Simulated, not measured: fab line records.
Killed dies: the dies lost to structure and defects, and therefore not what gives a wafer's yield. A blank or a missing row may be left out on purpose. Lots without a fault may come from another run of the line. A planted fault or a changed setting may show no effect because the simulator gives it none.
Chamber matching    flow nand-harc    NHARC_A_WL_FILL_ALD_00 on ald-hk-01 has 4 sister chambers
The step deposits Al2O3, target thk 3 nm, pulse time 3 s, ald cycles 30. 4 wafers are shown with their chamber, then 7 later ones without.

EACH WAFER AND ITS CHAMBER
wafer   chamber  heater-power-w (W)
L162.1  2        521
L165.5  1        484
L170.1  3        399
L170.3  0        531

WAFERS MISSING THEIR CHAMBER
wafer   heater-power-w (W)
L170.5  496
L169.1  501
L169.4  479
L169.6  532
L172.1  524
L172.4  400
L172.5  382

EACH ONE'S CHAMBER
wafer   from the rows above           in truth
L170.5  can't be placed: 1 or 2       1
L169.1  can't be placed: 1 or 2 or 0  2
L169.4  1                             1
L169.6  can't be placed: 0 or 2       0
L172.1  can't be placed: 2 or 0       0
L172.4  3                             3
L172.5  3                             3
Placed correctly: 3 of 7. Can't be placed from these rows: 4 (the true chamber is among the candidates in 4). Number placed wrongly: 0.
How it was worked out, from the rows above alone: a wafer's distance from a chamber is the root of the sum, over the readings, of the square of ((its reading less the chamber's mean) divided by the reading's scatter). The wafer belongs to the nearest chamber; if the next one is less than 2 further off, it can't be placed. A chamber's mean is the mean of its shown wafers. The scatter: root of mean squared gap, hidden wafer to nearest shown wafer, with one shown wafer a chamber.
